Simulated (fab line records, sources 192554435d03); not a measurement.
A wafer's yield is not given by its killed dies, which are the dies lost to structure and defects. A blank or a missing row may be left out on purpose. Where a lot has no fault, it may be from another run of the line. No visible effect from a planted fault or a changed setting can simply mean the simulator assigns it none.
Which tool did it? -- flow n5-finfet -- Sampling: 24 lots, 72 wafers, 6 of 1938 route steps

WHAT THE GAUGES SHOWED, per wafer
Not one reading of a measure or inspect step in the record can be checked against a usual standard deviation.

EACH LOT AND THE TOOL THAT RAN IT (in order: tool; ch and the chambers of the sampled wafers; start)
lot,N5_GATE_CUT_ETCHBACK_00,N5_GATE_CUT_STRIP_59,N5_GATE_CUT_SAC_CAP_01,N5_GATE_CUT_ETCH_37,N5_GATE_CUT_VAPOR_ETCH_51,N5_MOL_CONTACT_COAG_PRE_CLEAN_141
L074,"rie-metal-03 ch 0, day 4 07:08","rie-diel-06 ch 0,1,3, day 4 07:34","ald-sin-02 ch 0,2, day 4 07:47","rie-diel-06 ch 1,2,3, day 4 11:19","rie-metal-01 ch 0,1, day 4 11:53","pvd-sputter-03, day 4 17:20"
L075,"rie-metal-01 ch 1, day 4 16:46","rie-diel-02 ch 1,3, day 4 17:10","ald-sin-01 ch 2,3, day 4 19:06","rie-diel-06 ch 1,3, day 4 22:14","rie-metal-01 ch 0,1, day 4 22:47","pvd-sputter-03, day 5 05:32"
L076,"rie-metal-02 ch 0,1, day 4 21:29","rie-diel-02 ch 1,2,3, day 4 21:54","ald-sin-02 ch 1,2,3, day 4 22:43","rie-diel-04 ch 0,1, day 5 01:56","rie-metal-02 ch 0,1, day 5 02:38","pvd-sputter-03, day 5 09:35"
L077,"rie-metal-01 ch 1, day 5 04:19","rie-diel-02 ch 1,2, day 5 04:43","ald-sin-01 ch 2,3, day 5 04:55","rie-diel-04 ch 1,3, day 5 08:32","rie-metal-02 ch 0,1, day 5 09:06","pvd-sputter-02, day 5 14:50"
L078,"rie-metal-02 ch 0,1, day 5 09:43","rie-diel-06 ch 0,1,3, day 5 10:13","ald-sin-01 ch 0,1,3, day 5 10:26","rie-diel-02 ch 1,2, day 5 13:35","rie-metal-01 ch 0,1, day 5 14:08","pvd-sputter-02, day 5 19:52"
L079,"rie-metal-01 ch 0,1, day 5 15:02","rie-diel-04 ch 1,2,3, day 5 15:26","ald-sin-02 ch 1,2,3, day 5 15:45","rie-diel-06 ch 1,2, day 5 19:04","rie-metal-02 ch 0, day 5 19:37","pvd-sputter-02, day 6 01:33"
L080,"rie-metal-03 ch 0,1, day 5 18:58","rie-diel-06 ch 1,2,3, day 5 19:27","ald-sin-03 ch 0,1,3, day 5 19:40","rie-diel-04 ch 1,3, day 5 22:56","rie-metal-01 ch 0,1, day 5 23:29","pvd-sputter-02, day 6 06:10"
L081,"rie-metal-03 ch 0,1, day 6 01:58","rie-diel-06 ch 1,2,3, day 6 02:22","ald-sin-01 ch 0,1,3, day 6 02:38","rie-diel-06 ch 1,2,3, day 6 05:53","rie-metal-03 ch 0,1, day 6 06:26","pvd-sputter-02, day 6 12:13"
L082,"rie-metal-01 ch 0,1, day 6 08:08","rie-diel-06 ch 0,1,2, day 6 08:32","ald-sin-02 ch 0,1,2, day 6 08:45","rie-diel-02 ch 1,2,3, day 6 11:53","rie-metal-02 ch 0,1, day 6 12:27","pvd-sputter-02, day 6 19:49"
L083,"rie-metal-01 ch 1, day 6 15:01","rie-diel-06 ch 0,2, day 6 15:32","ald-sin-03 ch 0,2,3, day 6 15:52","rie-diel-06 ch 1,2, day 6 19:14","rie-metal-01 ch 1, day 6 19:47","pvd-sputter-02, day 7 02:40"
L084,"rie-metal-02 ch 0,1, day 7 00:25","rie-diel-04 ch 1,2,3, day 7 00:48","ald-sin-02 ch 0,1,2, day 7 01:01","rie-diel-06 ch 0,3, day 7 04:10","rie-metal-01 ch 0,1, day 7 04:43","pvd-sputter-02, day 7 11:26"
L085,"rie-metal-02 ch 0,1, day 7 04:50","rie-diel-06 ch 1,2,3, day 7 05:11","ald-sin-03 ch 1,2, day 7 05:24","rie-diel-06 ch 0,1, day 7 09:13","rie-metal-03 ch 0,1, day 7 09:50","pvd-sputter-02, day 7 17:31"
L086,"rie-metal-01 ch 0,1, day 7 13:49","rie-diel-02 ch 0,1,3, day 7 14:25","ald-sin-01 ch 1,3, day 7 14:38","rie-diel-04 ch 0,1,3, day 7 17:54","rie-metal-03 ch 0,1, day 7 18:27","pvd-sputter-03, day 8 00:35"
L087,"rie-metal-03 ch 0,1, day 7 16:18","rie-diel-02 ch 2,3, day 7 16:42","ald-sin-03 ch 1,2,3, day 7 16:55","rie-diel-04 ch 1,2,3, day 7 20:34","rie-metal-02 ch 0,1, day 7 21:07","pvd-sputter-03, day 8 02:50"
L088,"rie-metal-03 ch 0,1, day 7 19:08","rie-diel-06 ch 0,1, day 7 19:32","ald-sin-03 ch 1,2,3, day 7 19:45","rie-diel-04 ch 0,1,3, day 7 22:53","rie-metal-02 ch 0,1, day 7 23:26","pvd-sputter-01, day 8 06:11"
L089,"rie-metal-01 ch 0,1, day 8 01:53","rie-diel-06 ch 2,3, day 8 02:16","ald-sin-01 ch 0,2,3, day 8 02:29","rie-diel-02 ch 0,2, day 8 06:09","rie-metal-01 ch 0,1, day 8 06:43","pvd-sputter-03, day 8 12:34"
L090,"rie-metal-01 ch 0,1, day 8 10:05","rie-diel-06 ch 1,3, day 8 10:26","ald-sin-03 ch 0,2, day 8 11:45","rie-diel-04 ch 0,1,2, day 8 14:53","rie-metal-01 ch 0,1, day 8 15:27","pvd-sputter-03, day 8 21:45"
L091,"rie-metal-01 ch 0,1, day 8 16:21","rie-diel-02 ch 0,1, day 8 16:50","ald-sin-02 ch 1,2, day 8 17:25","rie-diel-02 ch 1,3, day 8 20:34","rie-metal-02 ch 0,1, day 8 21:07","pvd-sputter-02, day 9 06:06"
L092,"rie-metal-03 ch 0,1, day 8 22:40","rie-diel-02 ch 0,1,3, day 8 23:04","ald-sin-02 ch 1,3, day 8 23:17","rie-diel-02 ch 0,1, day 9 02:26","rie-metal-02 ch 0,1, day 9 02:59","pvd-sputter-03, day 9 10:51"
L093,"rie-metal-01 ch 0,1, day 9 02:12","rie-diel-02 ch 0,1,2, day 9 02:50","ald-sin-01 ch 0,2,3, day 9 03:03","rie-diel-06 ch 0,1,3, day 9 06:41","rie-metal-01 ch 0,1, day 9 07:14","pvd-sputter-03, day 9 14:04"
L094,"rie-metal-02 ch 0,1, day 9 12:44","rie-diel-02 ch 0,2,3, day 9 13:08","ald-sin-01 ch 0,1, day 9 13:20","rie-diel-06 ch 0,3, day 9 17:03","rie-metal-02 ch 0, day 9 17:50","pvd-sputter-03, day 9 23:49"
L095,"rie-metal-01 ch 0,1, day 9 15:15","rie-diel-06 ch 0,1,2, day 9 15:38","ald-sin-01 ch 0,2,3, day 9 16:14","rie-diel-02 ch 0,2,3, day 9 19:24","rie-metal-01 ch 1, day 9 19:57","pvd-sputter-02, day 10 08:43"
L096,"rie-metal-02 ch 0, day 9 19:06","rie-diel-06 ch 0,1,2, day 9 19:46","ald-sin-02 ch 0,1,2, day 9 19:59","rie-diel-02 ch 1,2,3, day 9 23:10","rie-metal-01 ch 1, day 9 23:58","pvd-sputter-02, day 10 05:38"
L097,"rie-metal-03 ch 0,1, day 10 03:29","rie-diel-06 ch 0,2,3, day 10 03:52","ald-sin-02 ch 0,2, day 10 04:05","rie-diel-06 ch 0,1, day 10 07:15","rie-metal-03 ch 0,1, day 10 07:48","pvd-sputter-02, day 10 13:25"
- N5_GATE_CUT_ETCHBACK_00: etches W in SF6/Cl2.
- N5_GATE_CUT_STRIP_59: strips in N2/H2, time 20 s.
- N5_GATE_CUT_SAC_CAP_01: material SiNx, target thk 24 nm, pulse time 1 s, ald cycles 480.
- N5_GATE_CUT_ETCH_37: etches SOC in N2/H2, target depth 60 nm, overetch 12 nm, time 90 s.
- N5_GATE_CUT_VAPOR_ETCH_51: etches HfO2 in BCl3/Cl2.
- N5_MOL_CONTACT_COAG_PRE_CLEAN_141: time 60 s.

WHAT THE TOOLS THEMSELVES READ (means of the sampled wafers that have a number; where no wafer has one, the mark that the record gives instead)
N5_GATE_CUT_ETCHBACK_00. Usual: drypump-motor-current-A 6.0 A, standard deviation 0.46; oes-product-au 0.73 a.u., standard deviation 0.11; rf-fwd-power-W 895.9 W, standard deviation 2.7; throttle-valve-pct 27.58 %, standard deviation 0.25.
lot,tool,drypump-motor-current-A (A),oes-product-au (a.u.),rf-fwd-power-W (W),throttle-valve-pct (%),flag
L074,rie-metal-03,5.6,0.71,896.4,27.68,
L075,rie-metal-01,6.5,0.62,894.5,27.85,
L076,rie-metal-02,5.4,0.67,897.8,27.66,
L077,rie-metal-01,6.6,0.62,896.0,27.85,
L078,rie-metal-02,5.5,0.67,893.5,27.66,
L079,rie-metal-01,6.5,0.67,897.5,27.73,
L080,rie-metal-03,5.8,0.87,896.6,27.28,
L081,rie-metal-03,5.8,0.87,896.5,27.27,
L082,rie-metal-01,6.5,0.66,898.2,27.75,
L083,rie-metal-01,6.5,0.61,889.8,27.86,
L084,rie-metal-02,5.7,0.73,895.5,27.61,
L085,rie-metal-02,5.4,0.66,894.4,27.67,
L086,rie-metal-01,6.4,0.71,896.9,27.64,
L087,rie-metal-03,5.8,0.84,895.5,27.28,
L088,rie-metal-03,5.8,0.84,898.4,27.28,
L089,rie-metal-01,6.5,0.66,895.0,27.75,
L090,rie-metal-01,6.4,0.71,897.4,27.63,
L091,rie-metal-01,6.4,0.70,893.7,27.64,
L092,rie-metal-03,5.7,0.77,896.0,27.48,
L093,rie-metal-01,6.4,0.71,894.9,27.64,
L094,rie-metal-02,5.4,0.65,892.4,27.68,
L095,rie-metal-01,6.5,0.66,899.4,27.76,
L096,rie-metal-02,6.0,0.78,895.9,27.58,
L097,rie-metal-03,5.8,0.83,895.9,27.28,

N5_GATE_CUT_STRIP_59. Usual: drypump-motor-current-A 5.8 A, standard deviation 0.37; oes-product-au 0.82 a.u., standard deviation 0.064; rf-vpp-V 45.4 V, standard deviation 0.87; showerhead-plenum-p-Torr 3.43 Torr, standard deviation 0.13; throttle-valve-pct 12.05 %, standard deviation 0.24.
lot,tool,drypump-motor-current-A (A),oes-product-au (a.u.),rf-vpp-V (V),showerhead-plenum-p-Torr (Torr),throttle-valve-pct (%),flag
L074,rie-diel-06,5.8,0.80,45.4,3.36,12.06,
L075,rie-diel-02,5.8,0.90,45.3,3.58,11.70,
L076,rie-diel-02,6.0,0.88,45.4,3.49,11.96,
L077,rie-diel-02,5.9,0.91,45.9,3.50,12.06,
L078,rie-diel-06,5.8,0.80,45.4,3.36,12.08,
L079,rie-diel-04,5.6,0.84,45.3,3.34,12.17,
L080,rie-diel-06,5.9,0.83,46.0,3.46,11.92,
L081,rie-diel-06,5.9,0.83,45.5,3.46,11.93,
L082,rie-diel-06,5.9,0.82,45.0,3.36,12.00,
L083,rie-diel-06,5.8,0.76,44.8,3.33,12.14,
L084,rie-diel-04,5.6,0.82,44.6,3.34,12.20,
L085,rie-diel-06,5.9,0.82,45.3,3.45,11.95,
L086,rie-diel-02,5.5,0.84,45.7,3.56,11.98,
L087,rie-diel-02,6.1,0.82,45.7,3.46,11.90,
L088,rie-diel-06,6.0,0.81,45.5,3.29,12.03,
L089,rie-diel-06,5.9,0.80,45.2,3.52,11.95,
L090,rie-diel-06,6.0,0.82,44.5,3.38,11.99,
L091,rie-diel-02,5.3,0.80,45.2,3.54,12.23,
L092,rie-diel-02,5.5,0.82,45.6,3.55,12.01,
L093,rie-diel-02,5.8,0.81,45.1,3.46,12.26,
L094,rie-diel-02,5.8,0.78,45.1,3.44,12.16,
L095,rie-diel-06,5.9,0.79,46.0,3.35,12.05,
L096,rie-diel-06,5.9,0.79,44.7,3.35,12.05,
L097,rie-diel-06,5.7,0.75,45.6,3.41,12.16,

N5_GATE_CUT_SAC_CAP_01. Usual: heater-power-w 869 W, standard deviation 100; precursor-pulse-height-rel 0.999, standard deviation 0.02.
lot,tool,heater-power-w (W),precursor-pulse-height-rel,flag
L074,ald-sin-02,898,0.999,
L075,ald-sin-01,829,1.007,
L076,ald-sin-02,942,0.980,
L077,ald-sin-01,824,1.007,
L078,ald-sin-01,853,0.995,
L079,ald-sin-02,952,1.002,
L080,ald-sin-03,802,1.006,
L081,ald-sin-01,861,1.011,
L082,ald-sin-02,899,1.005,
L083,ald-sin-03,884,0.998,
L084,ald-sin-02,891,1.004,
L085,ald-sin-03,823,0.999,
L086,ald-sin-01,878,0.985,
L087,ald-sin-03,815,0.988,
L088,ald-sin-03,833,0.989,
L089,ald-sin-01,808,0.985,
L090,ald-sin-03,926,0.985,
L091,ald-sin-02,904,0.991,
L092,ald-sin-02,1014,1.002,
L093,ald-sin-01,769,1.005,
L094,ald-sin-01,804,0.991,
L095,ald-sin-01,767,1.008,
L096,ald-sin-02,896,0.999,
L097,ald-sin-02,898,1.000,

N5_GATE_CUT_ETCH_37. Usual: drypump-motor-current-A 5.8 A, standard deviation 0.36; oes-product-au 0.73 a.u., standard deviation 0.065; rf-fwd-power-W 832.9 W, standard deviation 2.8; rf-vpp-V 524.4 V, standard deviation 2.9; showerhead-plenum-p-Torr 2.56 Torr, standard deviation 0.098; throttle-valve-pct 17.71 %, standard deviation 0.24.
lot,tool,drypump-motor-current-A (A),oes-product-au (a.u.),rf-fwd-power-W (W),rf-vpp-V (V),showerhead-plenum-p-Torr (Torr),throttle-valve-pct (%),flag
L074,rie-diel-06,5.9,0.76,836.1,525.3,2.61,17.53,
L075,rie-diel-06,6.0,0.77,833.0,523.6,2.56,17.57,
L076,rie-diel-04,5.6,0.64,833.3,524.2,2.51,17.76,
L077,rie-diel-04,5.8,0.80,832.2,525.0,2.56,17.76,
L078,rie-diel-02,5.9,0.80,837.9,525.8,2.64,17.81,
L079,rie-diel-06,6.1,0.79,830.8,524.2,2.56,17.48,
L080,rie-diel-04,5.8,0.78,834.5,524.5,2.56,17.77,
L081,rie-diel-06,5.9,0.75,833.5,524.6,2.61,17.55,
L082,rie-diel-02,6.0,0.77,832.7,524.7,2.62,17.68,
L083,rie-diel-06,6.1,0.77,832.1,523.7,2.56,17.50,
L084,rie-diel-06,5.6,0.67,834.7,523.4,2.50,17.82,
L085,rie-diel-06,5.8,0.70,832.6,521.6,2.45,17.76,
L086,rie-diel-04,5.7,0.76,831.3,523.0,2.53,17.67,
L087,rie-diel-04,5.7,0.73,832.1,523.0,2.51,17.83,
L088,rie-diel-04,5.7,0.76,832.5,524.2,2.53,17.68,
L089,rie-diel-02,6.0,0.70,833.0,523.6,2.53,18.12,
L090,rie-diel-04,5.5,0.74,830.7,522.7,2.48,17.72,
L091,rie-diel-02,5.8,0.76,833.6,528.3,2.69,17.40,
L092,rie-diel-02,5.4,0.75,833.2,528.1,2.69,17.80,
L093,rie-diel-06,5.8,0.69,833.3,522.9,2.51,17.73,
L094,rie-diel-06,5.6,0.66,832.8,522.4,2.49,17.85,
L095,rie-diel-02,5.8,0.70,830.5,525.6,2.59,17.82,
L096,rie-diel-02,6.0,0.74,835.2,525.6,2.61,17.72,
L097,rie-diel-06,6.0,0.72,835.3,521.5,2.46,17.67,

N5_GATE_CUT_VAPOR_ETCH_51. Usual: drypump-motor-current-A 6.0 A, standard deviation 0.49; oes-product-au 0.71 a.u., standard deviation 0.1.
lot,tool,drypump-motor-current-A (A),oes-product-au (a.u.),flag
L074,rie-metal-01,6.4,0.73,
L075,rie-metal-01,6.5,0.68,
L076,rie-metal-02,5.7,0.75,
L077,rie-metal-02,5.4,0.67,
L078,rie-metal-01,6.4,0.72,
L079,rie-metal-02,6.0,0.81,
L080,rie-metal-01,6.5,0.67,
L081,rie-metal-03,5.7,0.78,
L082,rie-metal-02,5.7,0.73,
L083,rie-metal-01,6.5,0.61,
L084,rie-metal-01,6.5,0.65,
L085,rie-metal-03,5.8,0.84,
L086,rie-metal-03,5.8,0.85,
L087,rie-metal-02,5.7,0.72,
L088,rie-metal-02,5.4,0.65,
L089,rie-metal-01,6.4,0.71,
L090,rie-metal-01,6.4,0.72,
L091,rie-metal-02,5.7,0.71,
L092,rie-metal-02,5.7,0.71,
L093,rie-metal-01,6.4,0.71,
L094,rie-metal-02,6.0,0.78,
L095,rie-metal-01,6.5,0.60,
L096,rie-metal-01,6.5,0.60,
L097,rie-metal-03,5.7,0.76,

N5_MOL_CONTACT_COAG_PRE_CLEAN_141. Usual: heater-power-w 500 W, standard deviation 33.
lot,tool,heater-power-w (W),flag
L074,pvd-sputter-03,470,
L075,pvd-sputter-03,473,
L076,pvd-sputter-03,492,
L077,pvd-sputter-02,507,
L078,pvd-sputter-02,528,
L079,pvd-sputter-02,505,
L080,pvd-sputter-02,502,
L081,pvd-sputter-02,513,
L082,pvd-sputter-02,507,
L083,pvd-sputter-02,508,
L084,pvd-sputter-02,506,
L085,pvd-sputter-02,507,
L086,pvd-sputter-03,521,
L087,pvd-sputter-03,518,
L088,pvd-sputter-01,470,
L089,pvd-sputter-03,476,
L090,pvd-sputter-03,468,
L091,pvd-sputter-02,534,
L092,pvd-sputter-03,510,
L093,pvd-sputter-03,495,
L094,pvd-sputter-03,438,
L095,pvd-sputter-02,508,
L096,pvd-sputter-02,505,
L097,pvd-sputter-02,503,

THE ANSWER, worked out from the rows above alone
Rule: take the mean of a lot's wafers that have a number; if it is more than 3 standard deviations from the usual mean, the lot is off. A lot without any number at a reading at which 4 lots or more have one is off too. Where the step has rows for the other lots, those lots are counted as sound. First the gauges in route order, then the tools' own readings, where a lot's mean is used as printed above. At the first step where some lot is off, the reading lying furthest off is the one used; lots without a number count as furthest.
No lot is off on any of the readings shown, so nothing can be concluded from this.

WHAT THE SIMULATOR HAD PUT IN
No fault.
